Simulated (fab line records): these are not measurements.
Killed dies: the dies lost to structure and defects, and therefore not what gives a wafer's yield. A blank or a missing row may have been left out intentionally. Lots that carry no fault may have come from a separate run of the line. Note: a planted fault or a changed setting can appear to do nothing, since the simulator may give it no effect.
8D (eight disciplines) problem report, filled in by code    flow nandHarc    the parts of the form that need people (team, actions taken, sign-off) are left out

## 1. THE ISSUE
cdNm at NHARC_P_M2_CD_MEAS_09 reads a mean of 177.7 nm on 12 wafers of 4 lots; wafers without a fault read 170.1 nm with a standard deviation of 0.85. That is +8.9 standard deviations from the usual mean.
The step: target cd 170 nm.
Earliest sighting: wafer L986.3 on cdSem-01 at day 11 01:54. The record has a number at this step for 36 wafers belonging to 12 lots. Rule for "out", or "out of limits": more than 4 standard deviations from the usual mean. The other wafers with a number count as sound.

## 2. WHAT IT IS, WHAT IT ISN'T
question                     is                            is not
which readings at this step  cdNm                          -
which lots                   L986, L988, L989, L992        L975, L977, L979, L987, L990, L991, L996, L998
which wafers of those lots   all that have a number        -
read on which gauges         cdSem-01, cdSem-02, cdSem-03  -
when                         from day 11 01:54             up to then (9 sound wafers); but 15 sound wafers of L987, L990, L991, L996, L998 came after

## 3. WHAT RULES OUT EACH SUSPECT
Counting: any tool at a process step up to the reading is kept as a suspect provided that every lot that is out went through it and no sound lot did after the first of them.
- the gauge at NHARC_P_M2_CD_MEAS_09: ruled out. 3 gauges (cdSem-01, cdSem-02, cdSem-03) read the wafers that are out.
- arfiScanner-02 at NHARC_P_M2_EXPOSE_06 (exposes mask P M2, target cd 170 nm): kept. It processed each lot that is out, first L986 at day 11 01:46, and no sound lot thereafter; up to then, the last sound lot it processed was L979 at day 7 22:19. Its own exposureDoseMJCm2 readings are out on those wafers.
Remaining after the count: arfiScanner-02 at NHARC_P_M2_EXPOSE_06.

## 4. THE CAUSE (what the simulator had put in)
Process parameters drifting: arfiScanner-02 at NHARC_P_M2_EXPOSE_06, beginning at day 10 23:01. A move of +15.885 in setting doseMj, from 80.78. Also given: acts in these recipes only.
After counting, this tool was the only one left.

## 5. THE CHAIN OF EFFECTS, in route order
One row per reading whose mean, taken over the struck wafers that have a number, lies over 3 standard deviations from the usual. Scope: only readings with a usual standard deviation given in the record; hours: median across lots of the time from each lot's start at the first step in this table that gives one to its start at this step; sigmas: change in usual standard deviations.
hours  step                   reading            usual     on struck wafers  change  sigmas
0      NHARC_P_M2_EXPOSE_06   exposureDoseMJCm2  80.69     92.36             +11.67  +99 or more
0      NHARC_P_M2_CD_MEAS_09  cdNm               170.1 nm  177.7             +7.6    +8.9
Here are the process steps it includes:
- NHARC_P_M2_EXPOSE_06: exposes mask P M2, target cd 170 nm.
At these later measuring or inspecting steps, every struck wafer for which the step has a row has a number for every such reading, and none has moved that far: NHARC_END_SORT_01.

## 6. HOW IT WOULD HAVE BEEN CAUGHT EARLIER
The first out-of-limits reading at a measuring or inspecting step in this record came at day 11 01:54, 3 hours after the fault's start at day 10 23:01.
The tool's own readings at NHARC_P_M2_EXPOSE_06 were out on every struck wafer that the step has a row for (exposureDoseMJCm2): an alarm limit on them would have fired on the first of those.
Of the lots that are out (4), L988, L989, L992 began NHARC_P_M2_EXPOSE_06 on arfiScanner-02 after day 11 01:54. A hold on the tool at that time would have spared those 3.
